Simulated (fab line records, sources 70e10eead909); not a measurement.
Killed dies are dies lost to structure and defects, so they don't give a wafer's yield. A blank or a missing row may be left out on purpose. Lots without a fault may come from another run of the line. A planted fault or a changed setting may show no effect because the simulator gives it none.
Which tool did it? | flow nand_harc | 10 lots, 30 wafers sampled, at 6 steps of a route of 1159

WHAT THE GAUGES READ, wafer by wafer
NHARC_END_SORT_01.
lot  | measured     | on        | killed_at_array
L927 | day 21 19:40 | prober-01 | 53 95 66
L928 | day 21 16:03 | prober-02 | 73 113 56
L937 | day 22 13:55 | prober-01 | 52 54
L938 | day 23 17:27 | prober-02 | 41

WHICH TOOL RAN EACH LOT (tool, then ch and the chambers of the sampled wafers, then the start)
lot  | NHARC_A_CONTACT_ETCH_51            | NHARC_A_CONTACT_ETCH_90            | NHARC_A_CONTACT_DESCUM_74          | NHARC_A_CONTACT_ETCH_75            | NHARC_A_CONTACT_ETCH_78
L924 | rie_diel-03 ch 1,3, day 16 19:15   | rie_diel-03 ch 1,2,3, day 16 21:40 | rie_diel-10 ch 2,3, day 17 01:43   | rie_diel-10 ch 0,3, day 17 01:49   | rie_diel-10 ch 0,1,3, no start
L925 | rie_diel-10 ch 0,1,3, day 16 19:59 | rie_diel-10 ch 1,2,3, day 16 22:26 | rie_diel-03 ch 0,2,3, day 17 02:59 | rie_diel-03 ch 1,2,3, day 17 03:14 | rie_diel-03 ch 0,1,3, no start
L926 | rie_diel-03 ch 0,1,3, day 17 01:49 | rie_diel-10 ch 0,1,3, day 17 04:35 | rie_diel-12 ch 1,2,3, day 17 08:29 | rie_diel-12 ch 0,1,3, day 17 08:35 | rie_diel-12 ch 0,1,3, no start
L930 | rie_diel-10 ch 0,1, day 17 14:37   | rie_diel-03 ch 1,2, day 17 17:31   | rie_diel-10 ch 0,1, day 17 21:22   | rie_diel-10 ch 2,3, day 17 21:26   | rie_diel-10 ch 2,3, no start
L927 | rie_diel-03 ch 0,1, day 17 19:24   | rie_diel-03 ch 0,2, day 17 21:49   | rie_diel-12 ch 1,2, day 18 07:15   | rie_diel-12 ch 0,1,2, day 18 07:20 | rie_diel-12 ch 0,1,2, day 21 19:40 or earlier
L928 | rie_diel-03 ch 0,1,2, day 18 02:40 | rie_diel-10 ch 1,2,3, day 18 05:10 | rie_diel-10 ch 0,2, day 18 10:58   | rie_diel-10 ch 1,2,3, day 18 11:04 | rie_diel-10 ch 0,2, day 21 16:03 or earlier
L937 | rie_diel-10 ch 0,1,2, day 19 17:25 | rie_diel-12 ch 0,1,3, day 19 19:52 | rie_diel-10 ch 0,1,2, day 19 23:44 | rie_diel-10 ch 1,2,3, day 19 23:50 | rie_diel-10 ch 0,1,3, day 22 13:55 or earlier
L938 | rie_diel-10 ch 0,1,3, day 20 09:27 | rie_diel-12 ch 2,3, day 20 11:43   | rie_diel-10 ch 1,2,3, day 20 16:53 | rie_diel-10 ch 0,1, day 20 17:19   | rie_diel-10 ch 0,2,3, day 23 17:27 or earlier
L942 | rie_diel-10 ch 0,1,3, day 20 23:50 | rie_diel-10 ch 0,1,2, day 21 02:19 | rie_diel-10 ch 0,2,3, day 21 06:08 | rie_diel-10 ch 1,2,3, day 21 06:13 | rie_diel-10 ch 0,1,3, no start
L943 | rie_diel-12 ch 1,3, day 22 05:10   | rie_diel-12 ch 0,1, day 22 07:34   | rie_diel-03 ch 1,2,3, day 22 12:00 | rie_diel-03 ch 1,2,3, day 22 12:10 | rie_diel-03 ch 0,1,3, no start
- NHARC_A_CONTACT_ETCH_51: etches the open film in O2/COS, target depth 3600 nm, time 936 s.
- NHARC_A_CONTACT_ETCH_90: etches the open film in CH3F/O2, target depth 40 nm, time 85.7 s.
- NHARC_A_CONTACT_DESCUM_74: chemistry O2, time 3 s.
- NHARC_A_CONTACT_ETCH_75: etches the open film in CF4, target depth 39 nm, time 65 s.
- NHARC_A_CONTACT_ETCH_78: etches the open film in O2/COS, target depth 2800 nm, time 728 s.

THE ANSWER, worked out from the rows above alone
Rule: what is usual is taken from the lots themselves. Put in order of their means at a reading, lots are off if they are a third of the lots or fewer, leave a main group of 4 or more, and stand apart from it by a gap of 3 or more times the standard deviation of the main group's means; of several such gaps the widest counts. A main group whose means are all the same, to the digits that the tables above print for the reading, isn't used. A lot without any number at a reading at which 4 lots or more have one is off too. The other lots that the step has rows for count as sound.
No lot is off at any reading shown: from this, nothing can be told.

WHAT THE SIMULATOR HAD PUT IN
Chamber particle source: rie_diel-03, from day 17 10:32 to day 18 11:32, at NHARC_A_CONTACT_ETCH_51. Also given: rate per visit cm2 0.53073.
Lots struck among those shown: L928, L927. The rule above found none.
